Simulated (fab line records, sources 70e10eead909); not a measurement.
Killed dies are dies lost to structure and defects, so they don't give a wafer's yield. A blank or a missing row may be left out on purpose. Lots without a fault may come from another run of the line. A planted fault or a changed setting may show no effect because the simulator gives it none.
fab line records | flow nand_harc
record lots=5 wafers=15 last_day=24
route steps=1159 shown P_M1@286 P_M2@318
lots that met no fault: from a run of the same line without faults
start_h: hours from the record's first day to the start of the lot's first wafer shown | wait_h: hours since the lot's step before | " the same as in the row above | L1.1+2: a row that stands for several wafers | - no value, or no start given | * or withheld: withheld | < > ~ a bound
route shown NAME@n: a module of which the file shows steps, and the number in the route of the first | usual: mean/standard deviation of fault-free wafers | same: alike in all rows | chamber/n: place in a boat | sites: the reading at each site | _std_site: their standard deviation | _edge_site: outer sites' mean less inner sites' | radius_mm: how far each site lies from the wafer's centre | mask NAME#n: copy n | behind: the tool/chamber that last shaped the wafer | hold: why the lot was held/for how many hours/how that ended | device: the transistor (n, p or np) that didn't switch | end of line: the same wafers' tests at the end of the route | a step without rows: its recipe alone | killed: dies lost to structure and defects at the first sort, not the wafer's yield | map: a wafer's dies, x killed, . not, _ none there
set.NAME: the setting as run; set.NAME@STEP: as run at that earlier step | model.NAME: the simulator's own value behind a step, which no gauge read
lots at some steps of the route; a table a step, a row a wafer
services: from which hour (start_h, from the record's first day; less than 0 if before it) a tool's chamber was out of use, for how many hours, and why
## steps
# step NHARC_P_M1_DEHYDRATE_01
# recipe temp_c=150 time_s=120
# usual heater_power_total_W=182.4/1.3 plate_temp_C=149.99/0.15
# columns lot.wafer tool chamber start_h wait_h heater_power_total_W plate_temp_C
L074.2 litho_track-06 0 128.27 - 184.2 150.10
L074.4 " 0 " " 182.2 150.01
L074.5 " 0 " " 184.3 150.06
L075.1 litho_track-06 0 134.17 - 182.9 149.82
L075.2 " 0 " " 184.3 149.82
L075.4 " 0 " " 181.1 149.87
L087.1 litho_track-01 0 195.43 - 184.6 149.86
L087.2 " 0 " " 180.9 149.73
L087.6 " 0 " " 182.9 149.88
L086.4 litho_track-01 0 201.96 - 180.8 149.83
L086.5 " 0 " " 183.3 149.94
L086.6 " 0 " " 181.4 149.95
L097.2 litho_track-01 0 265.10 - 180.8 149.97
L097.3 " 0 " " 183.0 149.88
L097.4 " 0 " " 184.7 149.91
# step NHARC_P_M1_HMDS_02
# recipe time_s=30
# columns lot.wafer tool chamber start_h wait_h
L074.2+4+5 litho_track-06 0 - -
L075.1+2+4 litho_track-06 0 - -
L087.1+2+6 litho_track-01 0 - -
L086.4+5+6 litho_track-01 0 - -
L097.2+3+4 litho_track-01 0 - -
# step NHARC_P_M1_COAT_34
# recipe temp_c=200 time_s=65
# usual heater_power_total_W=386.1/1.4 plate_temp_C=200.01/0.14
# columns lot.wafer tool chamber start_h wait_h heater_power_total_W plate_temp_C
L074.2 litho_track-06 0 - - 384.2 199.94
L074.4 " 0 " " 387.9 200.23
L074.5 " 0 " " 387.4 200.14
L075.1 litho_track-06 0 - - 385.1 200.02
L075.2 " 0 " " 388.0 200.22
L075.4 " 0 " " 384.3 200.16
L087.1 litho_track-01 0 - - 387.5 199.71
L087.2 " 0 " " 387.0 200.01
L087.6 " 0 " " 386.1 200.09
L086.4 litho_track-01 0 - - 385.4 200.05
L086.5 " 0 " " 384.9 200.00
L086.6 " 0 " " 387.8 199.80
L097.2 litho_track-01 0 - - 387.5 199.84
L097.3 " 0 " " 385.7 200.04
L097.4 " 0 " " 384.6 200.01
# step NHARC_P_M1_COAT_03
# recipe spin_rpm=1500 resist_thk_nm=90
# columns lot.wafer tool chamber start_h wait_h
L074.2+4+5 litho_track-06 0 - -
L075.1+2+4 litho_track-06 0 - -
L087.1+2+6 litho_track-01 0 - -
L086.4+5+6 litho_track-01 0 - -
L097.2+3+4 litho_track-01 0 - -
# step NHARC_P_M1_SOFTBAKE_04
# recipe temp_c=105 time_s=55
# usual heater_power_total_W=188.45/0.13 plate_temp_C=105.01/0.12
# columns lot.wafer tool chamber start_h wait_h heater_power_total_W plate_temp_C
L074.2 litho_track-06 0 - - 188.39 104.95
L074.4 " 0 " " 188.53 105.03
L074.5 " 0 " " 188.38 104.97
L075.1 litho_track-06 0 - - 188.50 105.18
L075.2 " 0 " " 188.54 104.94
L075.4 " 0 " " 188.31 105.22
L087.1 litho_track-01 0 - - 188.44 104.86
L087.2 " 0 " " 188.61 104.90
L087.6 " 0 " " 188.30 104.93
L086.4 litho_track-01 0 - - 188.43 105.19
L086.5 " 0 " " 188.47 105.19
L086.6 " 0 " " 188.42 105.30
L097.2 litho_track-01 0 - - 188.70 105.21
L097.3 " 0 " " 188.73 105.09
L097.4 " 0 " " 188.39 105.02
# step NHARC_P_M1_EBR_05
# columns lot.wafer tool chamber start_h wait_h
L074.2+4+5 litho_track-06 0 - -
L075.1+2+4 litho_track-06 0 - -
L087.1+2+6 litho_track-01 0 - -
L086.4+5+6 litho_track-01 0 - -
L097.2+3+4 litho_track-01 0 - -
# step NHARC_P_M1_EXPOSE_06
# recipe na=1.35 target_cd_nm=130 dose_mj=81.88 mask_id=P_M1
# columns lot.wafer tool chamber start_h wait_h mask
L074.2+4+5 arfi_scanner-02 0 128.56 - P_M1#0
L075.1+2+4 arfi_scanner-01 0 134.46 - P_M1#0
L087.1+2+6 arfi_scanner-01 0 195.59 - P_M1#0
L086.4+5+6 arfi_scanner-01 0 202.14 - P_M1#0
L097.2+3+4 arfi_scanner-01 0 265.27 - P_M1#0
# step NHARC_P_M1_PEB_07
# recipe peb_temp_c=100 peb_time_s=65
# usual heater_power_total_W=156.6/0.42 plate_temp_C=100.00/0.15
# columns lot.wafer tool chamber start_h wait_h heater_power_total_W plate_temp_C
L074.2 litho_track-06 0 128.62 0.1 157.0 99.99
L074.4 " 0 " " 156.1 100.01
L074.5 " 0 " " 156.1 100.19
L075.1 litho_track-01 0 134.52 0.1 157.0 100.09
L075.2 " 0 " " 156.4 100.19
L075.4 " 0 " " 156.5 100.10
L087.1 litho_track-06 0 195.65 0.1 156.7 99.87
L087.2 " 0 " " 156.1 100.09
L087.6 " 0 " " 156.0 99.72
L086.4 litho_track-06 0 202.19 0.0 157.2 100.11
L086.5 " 0 " " 156.5 99.89
L086.6 " 0 " " 156.3 99.90
L097.2 litho_track-06 0 265.32 0.1 157.0 99.80
L097.3 " 0 " " 156.6 99.93
L097.4 " 0 " " 156.0 99.83
# step NHARC_P_M1_DEVELOP_08
# recipe develop_time_s=35 dev_temp_c=23
# columns lot.wafer tool chamber start_h wait_h
L074.2+4+5 litho_track-06 0 - -
L075.1+2+4 litho_track-01 0 - -
L087.1+2+6 litho_track-06 0 - -
L086.4+5+6 litho_track-06 0 - -
L097.2+3+4 litho_track-06 0 - -
# step NHARC_P_M1_CD_MEAS_09
# recipe target_cd_nm=130 landing_energy_ev=500
# usual cd_nm=130.3/0.64
# columns lot.wafer tool chamber start_h wait_h cd_nm
L074.2 cd_sem-02 0 128.70 - 131.4
L074.4 " 0 " " 130.5
L074.5 " 0 " " 130.9
L075.1 cd_sem-03 0 134.60 - 130.9
L075.2 " 0 " " 130.4
L075.4 " 0 " " 130.8
L087.1 cd_sem-01 0 195.73 - 129.6
L087.2 " 0 " " 130.5
L087.6 " 0 " " 130.9
L086.4 cd_sem-03 0 202.28 - 130.4
L086.5 " 0 " " 130.6
L086.6 " 0 " " 131.2
L097.2 cd_sem-03 0 265.40 - 130.6
L097.3 " 0 " " 132.0
L097.4 " 0 " " 130.3
# step NHARC_P_M1_OVL_MEAS_10
# recipe pitch_nm=260
# usual overlay_x_nm=0.2/0.94 overlay_y_nm=-0.1/0.92
# columns lot.wafer tool chamber start_h wait_h overlay_x_nm overlay_y_nm
L074.2 overlay-02 - 128.79 - 1.5 0.2
L074.4 " - " " 1.0 0.2
L074.5 " - " " 1.0 0.0
L075.1 overlay-02 - 134.69 - -0.1 1.0
L075.2 " - " " 0.2 0.6
L075.4 " - " " -0.4 1.3
L087.1 overlay-01 - 195.82 - -1.1 -1.5
L087.2 " - " " -1.3 -0.9
L087.6 " - " " -0.7 -1.2
L086.4 overlay-01 - 202.36 - 2.4 0.5
L086.5 " - " " 2.4 -0.1
L086.6 " - " " 2.9 0.5
L097.2 overlay-01 - 265.49 - 0.0 -1.0
L097.3 " - " " 0.2 -0.9
L097.4 " - " " -0.5 -0.3
# step NHARC_P_M1_INSPECT_11
# usual raw_defect_count=3.8/2.1
# columns lot.wafer tool chamber start_h wait_h raw_defect_count
L074.2 defect_inspect-02 - 128.82 0.0 5
L074.4 " - " " 2
L074.5 " - " " 3
L075.1 defect_inspect-01 - 134.72 0.0 3
L075.2 " - " " 2
L075.4 " - " " 3
L087.1 defect_inspect-02 - 195.85 0.0 2
L087.2 " - " " 4
L087.6 " - " " 4
L086.4 defect_inspect-02 - 202.41 0.1 5
L086.5 " - " " 3
L086.6 " - " " 4
L097.2 defect_inspect-02 - 265.53 0.0 4
L097.3 " - " " 2
L097.4 " - " " 3
# step NHARC_P_M1_DESCUM_14
# recipe time_s=3 o2_flow_sccm=200 ar_flow_sccm=0 bias_power_w=0 chemistry=O2
# usual drypump_motor_current_A=5.8/0.45 mfc_ar_sccm=0.010/0.011 oes_product_au=1.001/0.0093 rf_vpp_V=57.9/0.82 showerhead_plenum_p_Torr=1.95/0.073 throttle_valve_pct=11.311/0.0094
# columns lot.wafer tool chamber start_h wait_h drypump_motor_current_A mfc_ar_sccm oes_product_au rf_hours_counter_h rf_vpp_V showerhead_plenum_p_Torr throttle_valve_pct
L074.4 rie_diel-12 1 128.90 0.1 6.0 0.021 1.012 5.9 58.0 1.88 11.298
L074.2 " 2 " " 6.2 0 1.000 5.9 58.8 1.89 11.299
L074.5 " 3 " " 5.5 0.013 0.995 - 57.3 1.92 11.309
L075.1 rie_diel-12 0 134.78 0.1 4.9 0.016 1.014 6.7 56.2 2.01 11.310
L075.4 " 1 " " 6.0 0.021 1.010 6.6 57.6 1.88 11.295
L075.2 " 3 " " 5.5 0.013 1.003 7.0 58.8 1.92 11.309
L087.1 rie_diel-03 1 195.91 0.1 6.0 0 1.011 3.5 58.0 1.91 11.313
L087.2 " 2 " " 6.3 0.033 0.993 3.3 58.1 2.04 11.312
L087.6 " 2 " " 6.3 0.033 0.990 - 57.7 2.04 11.315
L086.4 rie_diel-03 3 202.50 0.1 5.0 0.011 1.009 3.4 58.3 1.93 11.306
L086.5 " 0 " " 5.4 0 0.998 - 58.5 1.94 11.309
L086.6 " 1 " " 6.0 0 1.000 - 58.7 1.90 11.299
L097.3 rie_diel-03 0 265.59 0.1 5.5 0 0.997 0.9 56.4 1.94 11.302
L097.4 " 2 " " 6.3 0.033 0.995 0.9 58.1 2.04 11.315
L097.2 " 3 " " 5.0 0.011 1.000 0.9 57.8 1.93 11.323
# step NHARC_P_M1_ETCH_35
# recipe target_depth_a=400 overetch_a=120 time_s=43.94 ion_energy_ev=200 n2_flow_sccm=150 h2_flow_sccm=150 ar_flow_sccm=0 rf_w=400 bias_w=150 chemistry=N2/H2
# usual drypump_motor_current_A=5.7/0.45 mfc_ar_sccm=0.010/0.011 oes_product_au=1.003/0.0093 rf_vpp_V=431.5/2.3 showerhead_plenum_p_Torr=2.08/0.08 throttle_valve_pct=14.172/0.0089
# columns lot.wafer tool chamber start_h wait_h drypump_motor_current_A mfc_ar_sccm oes_product_au rf_hours_counter_h rf_vpp_V showerhead_plenum_p_Torr throttle_valve_pct
L074.2 rie_diel-12 2 128.98 0.1 6.2 0 0.995 5.9 430.6 2.01 14.176
L074.4 " 3 " " 5.5 0.013 0.999 6.6 431.2 2.05 14.166
L074.5 " 1 " " 6.0 0.021 1.009 - 429.8 2.01 14.172
L075.4 rie_diel-12 3 134.87 0.1 5.5 0.013 1.002 7.0 430.5 2.05 14.173
L075.1 " 0 " " 4.9 0.016 1.008 6.7 433.2 2.14 14.181
L075.2 " 2 " " 6.2 0 1.010 6.3 428.4 2.01 14.173
L087.2 rie_diel-03 3 196.00 0.1 5.0 0.011 1.015 3.3 432.4 2.06 14.163
L087.1 " 1 " " 6.0 0 1.009 3.5 430.4 2.03 14.182
L087.6 " 2 " " 6.3 0.033 0.995 - 433.4 2.18 14.173
L086.4 rie_diel-03 0 202.57 0.1 5.5 0 1.003 3.5 431.4 2.07 14.180
L086.5 " 2 " " 6.3 0.033 0.996 - 434.6 2.18 14.177
L086.6 " 3 " " 5.0 0.011 1.015 - 429.9 2.06 14.159
L097.2 rie_diel-03 0 265.67 0.1 5.5 0 1.003 1.0 431.6 2.06 14.182
L097.3 " 1 " " 6.0 0 0.996 1.0 430.3 2.03 14.178
L097.4 " 2 " " 6.3 0.033 0.996 1.0 435.6 2.18 14.189
# step NHARC_P_M1_ETCH_15
# recipe target_depth_a=1825 time_s=91.2 c4f8_flow_sccm=withheld ar_flow_sccm=400 rf_w=600 bias_w=300 chemistry=C4F8/Ar
# usual oes_product_au=0.955/0.021 rf_vpp_V=441.8/2.3
# columns lot.wafer tool chamber start_h wait_h oes_product_au rf_hours_counter_h rf_vpp_V
L074.4 rie_diel-12 0 - - 0.966 5.9 444.3
L074.2 " 2 " " 0.990 5.9 439.5
L074.5 " 3 " " 0.958 - 439.8
L075.1 rie_diel-12 1 - - 0.960 6.7 439.1
L075.2 " 2 " " 0.959 6.3 439.2
L075.4 " 0 " " 0.960 6.7 444.3
L087.2 rie_diel-03 2 - - 0.920 3.3 444.0
L087.1 " 0 " " 0.922 3.3 441.0
L087.6 " 2 " " 0.919 - 443.9
L086.4 rie_diel-03 2 - - 0.924 3.5 443.9
L086.5 " 3 " " 0.938 - 440.9
L086.6 " 0 " " 0.934 - 442.9
L097.3 rie_diel-03 0 - - 0.953 1.0 440.5
L097.2 " 1 " " 0.964 1.0 439.8
L097.4 " 2 " " 0.969 1.0 445.6
# step NHARC_P_M1_CD_MEAS_16
# usual cd_nm=130.3/0.86
# columns lot.wafer tool chamber start_h wait_h cd_nm
L074.2 cd_sem-03 - 129.19 - 131.7
L074.4 " - " " 129.8
L074.5 " - " " 131.5
L075.1 cd_sem-02 - 135.09 - 130.8
L075.2 " - " " 130.0
L075.4 " - " " 130.5
L087.1 cd_sem-02 - 196.22 - 129.8
L087.2 " - " " 131.0
L087.6 " - " " 130.9
L086.4 cd_sem-03 - 202.79 - 131.3
L086.5 " - " " 131.4
L086.6 " - " " 130.8
L097.2 cd_sem-02 - 265.89 - 130.3
L097.3 " - " " 131.6
L097.4 " - " " 130.3
# step NHARC_P_M1_STRIP_18
# recipe power_w=1000 n2_flow_sccm=150 h2_flow_sccm=150 ar_flow_sccm=0 bias_w=0 chemistry=N2/H2
# usual drypump_motor_current_A=5.7/0.44 mfc_ar_sccm=0.009/0.011 oes_product_au=1.001/0.0095 rf_vpp_V=90.9/0.95 showerhead_plenum_p_Torr=2.07/0.075 throttle_valve_pct=14.172/0.0084
# columns lot.wafer tool chamber start_h wait_h drypump_motor_current_A mfc_ar_sccm oes_product_au rf_hours_counter_h rf_vpp_V showerhead_plenum_p_Torr throttle_valve_pct
L074.2 rie_diel-01 0 129.29 0.1 6.1 0.014 1.004 10.5 91.3 2.19 14.174
L074.4 " 1 " " 6.0 0 0.995 10.3 91.6 2.08 14.187
L074.5 " 0 " " 6.1 0.014 0.991 - 93.2 2.19 14.175
L075.2 rie_diel-01 2 135.21 0.1 6.0 0 0.999 11.0 91.1 2.17 14.166
L075.4 " 3 " " 5.8 0 1.003 12.1 90.1 1.89 14.180
L075.1 " 0 " " 6.1 0.014 1.000 10.7 91.1 2.19 14.174
L087.1 rie_diel-03 1 196.34 0.1 5.9 0 1.020 3.6 90.5 2.03 14.152
L087.2 " 2 " " 6.3 0.033 0.992 3.4 90.9 2.18 14.172
L087.6 " 3 " " 5.0 0.011 1.003 - 92.7 2.06 14.155
L086.4 rie_diel-03 3 202.90 0.1 5.1 0.011 1.009 3.5 90.2 2.06 14.163
L086.5 " 1 " " 6.0 0 1.011 - 91.2 2.03 14.171
L086.6 " 2 " " 6.3 0.033 0.997 - 91.2 2.18 14.176
L097.2 rie_diel-12 2 265.96 0.1 6.2 0 1.004 2.1 91.3 2.01 14.157
L097.4 " 3 " " 5.5 0.013 1.007 3.2 90.7 2.05 14.185
L097.3 " 1 " " 6.0 0.021 0.986 3.1 88.7 2.01 14.163
# step NHARC_P_M1_ETCH_28
# recipe target_depth_a=300 over_etch_frac=0.3 time_s=72.99 ion_energy_ev=150 cf4_flow_sccm=50 n2_flow_sccm=100 ar_flow_sccm=150 rf_w=300 bias_w=100 chemistry=CF4/N2
# usual drypump_motor_current_A=5.8/0.44 mfc_ar_sccm=150.1/0.48 oes_product_au=1.003/0.0099 rf_vpp_V=314.7/1.7 showerhead_plenum_p_Torr=2.67/0.089 throttle_valve_pct=19.795/0.0095
# columns lot.wafer tool chamber start_h wait_h drypump_motor_current_A mfc_ar_sccm oes_product_au rf_hours_counter_h rf_vpp_V showerhead_plenum_p_Torr throttle_valve_pct
L074.4 rie_diel-01 1 - - 6.0 150.6 0.990 10.3 314.3 2.68 19.787
L074.2 " 3 " " 5.9 149.4 1.001 12.0 310.9 2.45 19.792
L074.5 " 0 " " 6.1 150.7 0.988 - 318.3 2.81 19.802
L075.4 rie_diel-01 1 - - 6.0 150.0 1.004 10.5 314.1 2.68 19.799
L075.1 " 2 " " 6.1 149.8 0.990 11.1 316.2 2.78 19.811
L075.2 " 3 " " 5.8 149.4 0.989 12.2 310.8 2.45 19.790
L087.2 rie_diel-03 0 - - 5.5 149.9 1.004 3.4 316.0 2.66 19.791
L087.1 " 1 " " 6.0 149.6 1.008 3.6 315.2 2.62 19.782
L087.6 " 3 " " 5.0 149.4 1.013 - 314.4 2.65 19.792
L086.4 rie_diel-03 2 - - 6.4 150.4 0.992 3.6 315.2 2.79 19.813
L086.5 " 3 " " 5.0 149.5 1.020 - 313.7 2.65 19.781
L086.6 " 0 " " 5.5 150.2 1.002 - 315.0 2.66 19.791
L097.3 rie_diel-12 2 - - 6.2 150.3 1.006 2.2 313.7 2.59 19.801
L097.4 " 3 " " 5.5 150.1 1.005 3.2 314.8 2.63 19.793
L097.2 " 0 " " 4.9 149.8 1.014 3.4 316.7 2.74 19.793
# step NHARC_P_M1_STRIP_19
# recipe time_s=600 temp_c=30 chemistry=post_etch_residue_remover
# columns lot.wafer tool chamber start_h wait_h
L074.5+4+2 wet_bench-08 6,1,2 129.63 -
L075.4+1+2 wet_bench-10 0,1,2 135.55 -
L087.1+2+6 wet_bench-08 4,5,6 196.67 -
L086.5+4+6 wet_bench-10 5,6,0 203.24 -
L097.3+4+2 wet_bench-08 0,1,2 266.34 -
# step NHARC_P_M1_DEGAS_29
# recipe temp_c=250 time_s=60
# usual heater_power_w=355/36 susceptor_temp_C=249.99/0.18
# columns lot.wafer tool chamber start_h wait_h heater_power_w susceptor_temp_C
L074.2 pvd_sputter-03 - 129.95 - 360 250.27
L074.4 " - " " 446 250.22
L074.5 " - " " 375 250.33
L075.2 pvd_sputter-01 - 135.85 - 386 249.70
L075.4 " - " " 393 250.26
L075.1 " - " " 350 250.08
L087.2 pvd_sputter-02 - 196.94 - 296 -
L087.1 " - " " 363 -
L087.6 " - " " 358 -
L086.4 pvd_sputter-01 - 203.51 - 336 250.21
L086.6 " - " " 380 249.92
L086.5 " - " " 350 250.01
L097.2 pvd_sputter-02 - 266.60 - 322 249.93
L097.3 " - " " 297 250.23
L097.4 " - " " 353 249.96
# step NHARC_P_M1_PRE_CLEAN_30
# recipe time_s=30 temp_c=280 gas=H2/He
# usual heater_power_w=438/46 susceptor_temp_C=279.99/0.19
# columns lot.wafer tool chamber start_h wait_h heater_power_w susceptor_temp_C
L074.4 pvd_sputter-03 - - - 549 280.17
L074.2 " - " " 349 280.01
L074.5 " - " " 350 279.53
L075.4 pvd_sputter-01 - - - 467 -
L075.1 " - " " 462 -
L075.2 " - " " 404 -
L087.2 pvd_sputter-02 - - - 438 279.66
L087.1 " - " " 365 280.11
L087.6 " - " " 397 280.16
L086.4 pvd_sputter-01 - - - 431 280.04
L086.5 " - " " 409 279.78
L086.6 " - " " 482 280.06
L097.4 pvd_sputter-02 - - - 440 -
L097.3 " - " " 374 -
L097.2 " - " " 437 -
# step NHARC_P_M1_PVD_20
# recipe target_thk_a=50 bias_v=168.6 power_w=15000 chamber_pressure_pa=0.12 time_s=8.06 substrate_temp_c=50 material=TaN
# usual throttle_valve_pct=30.8/1.2
# columns lot.wafer tool chamber start_h wait_h throttle_valve_pct
L074.2 pvd_sputter-03 - - - 29.4
L074.4 " - " " 31.5
L074.5 " - " " 29.5
L075.2 pvd_sputter-01 - - - 29.4
L075.4 " - " " 28.5
L075.1 " - " " 31.9
L087.2 pvd_sputter-02 - - - 30.9
L087.1 " - " " 30.9
L087.6 " - " " 32.5
L086.4 pvd_sputter-01 - - - 32.2
L086.6 " - " " 32.2
L086.5 " - " " 29.1
L097.2 pvd_sputter-02 - - - 30.2
L097.3 " - " " 30.2
L097.4 " - " " 30.8
# step NHARC_P_M1_PVD_21
# recipe target_thk_a=300 chamber_pressure_pa=5 power_w=5000 substrate_temp_c=30 time_s=20.49 material=Cu
# usual throttle_valve_pct=30.8/1.2
# columns lot.wafer tool chamber start_h wait_h throttle_valve_pct
L074.4 pvd_sputter-03 - - - 30.2
L074.2 " - " " 29.2
L074.5 " - " " 31.5
L075.2 pvd_sputter-01 - - - 31.8
L075.1 " - " " 31.8
L075.4 " - " " 29.3
L087.1 pvd_sputter-02 - - - 30.7
L087.2 " - " " 32.5
L087.6 " - " " 31.2
L086.4 pvd_sputter-01 - - - 32.6
L086.5 " - " " 28.9
L086.6 " - " " 31.9
L097.3 pvd_sputter-02 - - - 30.7
L097.4 " - " " 30.6
L097.2 " - " " 31.5
# step NHARC_P_M1_ECD_22
# recipe target_thk_a=4000 bath_temp_c=25 material=Cu
# columns lot.wafer tool chamber start_h wait_h
L074.2+4+5 ecd_cu-02 0 130.32 -
L075.2+1+4 ecd_cu-02 0,1,0 136.20 -
L087.2+1+6 ecd_cu-01 0,1,0 197.42 -
L086.4+5+6 ecd_cu-01 0,0,1 203.96 -
L097.2+3+4 ecd_cu-02 0,0,1 266.96 -
# step NHARC_P_M1_ANNEAL_31
# recipe temp_c=225 time_s=90
# usual wafer_temp_C_max=226.3/0.32
# columns lot.wafer tool chamber start_h wait_h wafer_temp_C_max
L074.2 rtp_anneal-01 0 130.75 - 226.5
L074.4 " 0 " " 226.4
L074.5 " 0 " " 226.6
L075.1 rtp_anneal-02 0 136.58 - 225.6
L075.2 " 0 " " 226.2
L075.4 " 0 " " 225.7
L087.1 rtp_anneal-02 0 197.94 - 226.0
L087.2 " 0 " " 226.0
L087.6 " 0 " " 226.0
L086.4 rtp_anneal-02 0 204.39 0.4 226.0
L086.5 " 0 " " 226.3
L086.6 " 0 " " 225.9
L097.2 rtp_anneal-02 0 267.39 0.4 226.1
L097.3 " 0 " " 226.5
L097.4 " 0 " " 226.0
# step NHARC_P_M1_CMP_23
# recipe t_overpolish_s=20 target_thk_nm=157.82
# usual motor_current_A=12.1/1 slurry_flow_ml_min=150.0/0.46 time_to_endpoint_s=29.3/2.9
# same t_overpolish_s=20
# columns lot.wafer tool chamber start_h wait_h motor_current_A slurry_flow_ml_min time_to_endpoint_s
L074.4 cmp-01 2 131.07 - 12.9 150.5 29.6
L074.2 " 3 " " 12.8 149.9 29.9
L074.5 " 2 " " 12.5 150.4 30.4
L075.4 cmp-01 1 136.95 - 13.6 150.7 25.0
L075.1 " 2 " " 13.1 150.0 29.3
L075.2 " 0 " " 11.4 150.0 30.3
L087.2 cmp-01 0 198.30 - 11.7 150.1 33.8
L087.1 " 3 " " 12.6 150.1 35.8
L087.6 " 0 " " 11.6 150.0 36.5
L086.4 cmp-01 0 204.58 - 11.5 151.0 32.1
L086.5 " 0 " " 11.9 150.8 33.4
L086.6 " 1 " " 12.7 150.1 27.6
L097.3 cmp-03 3 267.70 - 12.1 149.6 27.1
L097.2 " 1 " " 10.3 150.2 23.7
L097.4 " 2 " " 12.2 150.4 26.6
# step NHARC_P_M1_THK_MEAS_24
# recipe thk_meas_gauge=xrf
# usual thk_nm=158.0/1.6
# columns lot.wafer tool chamber start_h wait_h thk_nm
L074.2 film_metro-01 - 131.36 - 157.2
L074.4 " - " " 157.4
L074.5 " - " " 156.6
L075.1 film_metro-01 - 137.26 - 158.4
L075.2 " - " " 159.8
L075.4 " - " " 156.8
L087.1 film_metro-01 - 198.62 - 159.0
L087.2 " - " " 159.3
L087.6 " - " " 161.8
L086.4 film_metro-02 - 204.90 - 162.1
L086.5 " - " " 160.9
L086.6 " - " " 156.7
L097.2 film_metro-02 - 268.01 - 158.1
L097.3 " - " " 156.5
L097.4 " - " " 158.7
# step NHARC_P_M1_SRD_25
# columns lot.wafer tool chamber start_h wait_h
L074.4+2+5 wet_bench-08 7,0,1 131.40 0.0
L075.2+4+1 wet_bench-10 4,7,1 137.30 0.0
L087.2+1+6 wet_bench-08 0,1,5 198.66 0.0
L086.5+6+4 wet_bench-10 5,6,7 204.95 0.1
L097.3+4+2 wet_bench-08 5,7,0 268.06 0.0
# step NHARC_P_M1_INSPECT_27
# usual raw_defect_count=306/110
# columns lot.wafer tool chamber start_h wait_h raw_defect_count
L074.2 defect_inspect-01 - 131.54 0.0 608
L074.4 " - " " 385
L074.5 " - " " 520
L075.1 defect_inspect-01 - 137.42 0.0 179
L075.2 " - " " 310
L075.4 " - " " 187
L087.1 defect_inspect-01 - 198.78 0.0 187
L087.2 " - " " 163
L087.6 " - " " 247
L086.4 defect_inspect-01 - 205.07 0.0 144
L086.5 " - " " 191
L086.6 " - " " 224
L097.2 defect_inspect-01 - 268.18 0.0 488
L097.3 " - " " 257
L097.4 " - " " 242
# step NHARC_P_M1_PRE_CLEAN_32
# recipe time_s=12 temp_c=370 rf_power_w=300 gas=NH3
# usual heater_power_w=642/67 susceptor_temp_C=370.01/0.22
# columns lot.wafer tool chamber start_h wait_h heater_power_w susceptor_temp_C
L074.2 pecvd-04 2 131.60 0.1 731 370.27
L074.5 " 2 " " 745 369.99
L074.4 " 1 " " 684 370.06
L075.1 pecvd-01 2 137.49 0.1 626 369.87
L075.2 " 0 " " 548 370.28
L075.4 " 0 " " 549 370.06
L087.2 pecvd-01 2 198.84 0.1 617 369.72
L087.1 " 1 " " 546 369.94
L087.6 " 1 " " 540 370.08
L086.4 pecvd-01 2 205.18 0.1 637 369.89
L086.5 " 0 " " 535 370.29
L086.6 " 1 " " 582 370.09
L097.2 pecvd-04 2 268.55 0.4 706 370.08
L097.3 " 0 " " 662 369.94
L097.4 " 1 " " 774 370.11
# step NHARC_P_M1_DEP_33
# recipe target_thk_a=300 temp_c=370 target_thk_nm=30 pressure_torr=3 flow_sccm=200 rf_w=450 material=SiCN
# usual heater_power_w=591/65 susceptor_temp_C=370.00/0.23
# columns lot.wafer tool chamber start_h wait_h heater_power_w susceptor_temp_C
L074.2 pecvd-04 2 131.68 0.1 642 370.12
L074.5 " 2 " " 640 370.10
L074.4 " 1 " " 627 369.78
L075.1 pecvd-01 2 137.57 0.1 625 370.23
L075.2 " 0 " " 533 369.92
L075.4 " 0 " " 533 369.85
L087.2 pecvd-01 2 198.92 0.1 656 369.95
L087.1 " 1 " " 569 369.89
L087.6 " 1 " " 565 369.57
L086.4 pecvd-01 2 205.34 0.2 597 369.92
L086.5 " 0 " " 557 370.29
L086.6 " 1 " " 564 369.88
L097.2 pecvd-04 2 268.63 0.1 667 370.51
L097.3 " 0 " " 538 370.12
L097.4 " 1 " " 638 370.47
# step NHARC_P_M2_DEP_00
# recipe target_thk_a=1825 target_thk_nm=182.5 temp_c=withheld pressure_torr=5 flow_sccm=200 rf_w=600 material=SiOC
# columns lot.wafer tool chamber start_h wait_h
L074.2+5+4 pecvd-03 2,2,0 132.14 -
L075.2+1+4 pecvd-03 1,2,1 137.98 -
L087.2+1+6 pecvd-03 0,1,2 199.36 -
L086.5+4+6 pecvd-03 0,1,2 205.76 -
L097.3+2+4 pecvd-03 2,1,2 269.05 -
# step NHARC_P_M2_DEHYDRATE_01
# recipe temp_c=150 time_s=120
# usual heater_power_total_W=182.5/1.1 plate_temp_C=149.99/0.16
# columns lot.wafer tool chamber start_h wait_h heater_power_total_W plate_temp_C
L074.2 litho_track-06 0 132.50 - 181.0 150.24
L074.4 " 0 " " 181.7 150.03
L074.5 " 0 " " 182.0 149.98
L075.1 litho_track-06 0 138.38 - 181.0 150.34
L075.2 " 0 " " 182.5 150.12
L075.4 " 0 " " 183.1 149.94
L087.1 litho_track-01 0 199.72 - 182.9 149.75
L087.2 " 0 " " 184.2 149.66
L087.6 " 0 " " 182.8 149.97
L086.4 litho_track-06 0 206.03 - 181.4 149.95
L086.5 " 0 " " 183.7 149.86
L086.6 " 0 " " 182.5 149.99
L097.2 litho_track-04 0 269.46 - 181.9 149.89
L097.3 " 0 " " 182.0 149.83
L097.4 " 0 " " 181.1 150.10
# step NHARC_P_M2_HMDS_02
# recipe time_s=30
# columns lot.wafer tool chamber start_h wait_h
L074.2+4+5 litho_track-06 0 - -
L075.1+2+4 litho_track-06 0 - -
L087.1+2+6 litho_track-01 0 - -
L086.4+5+6 litho_track-06 0 - -
L097.2+3+4 litho_track-04 0 - -
## services
# columns tool chamber start_h hours kind
arfi_scanner-01 - 108.69 2.4 repair
pecvd-03 - 111.00 13.0 pm
pecvd-01 1 113.72 6.4 repair
litho_track-06 - 117.00 7.0 pm
rie_diel-01 - 137.90 9.0 pm
rie_diel-03 0 141.63 4.3 repair
arfi_scanner-01 - 142.26 0.4 repair
rie_diel-12 3 154.02 6.5 repair
cmp-01 - 156.02 1.3 repair
pvd_sputter-01 - 158.05 10.0 pm
arfi_scanner-01 - 164.09 1.1 repair
pvd_sputter-03 - 178.15 4.8 repair
cmp-01 - 180.98 4.0 pm
pecvd-04 - 195.04 13.0 pm
rie_diel-12 - 202.40 9.0 pm
pvd_sputter-02 - 214.00 10.0 pm
pecvd-01 0 215.17 22.3 repair
rie_diel-03 - 215.30 9.0 pm
pvd_sputter-02 - 229.43 5.2 repair
wet_bench-08 - 230.40 8.0 pm
pecvd-01 - 237.02 13.0 pm
rie_diel-12 2 245.34 5.4 repair
pecvd-03 0 245.96 2.9 repair
litho_track-01 - 268.00 7.0 pm
## key
fault none
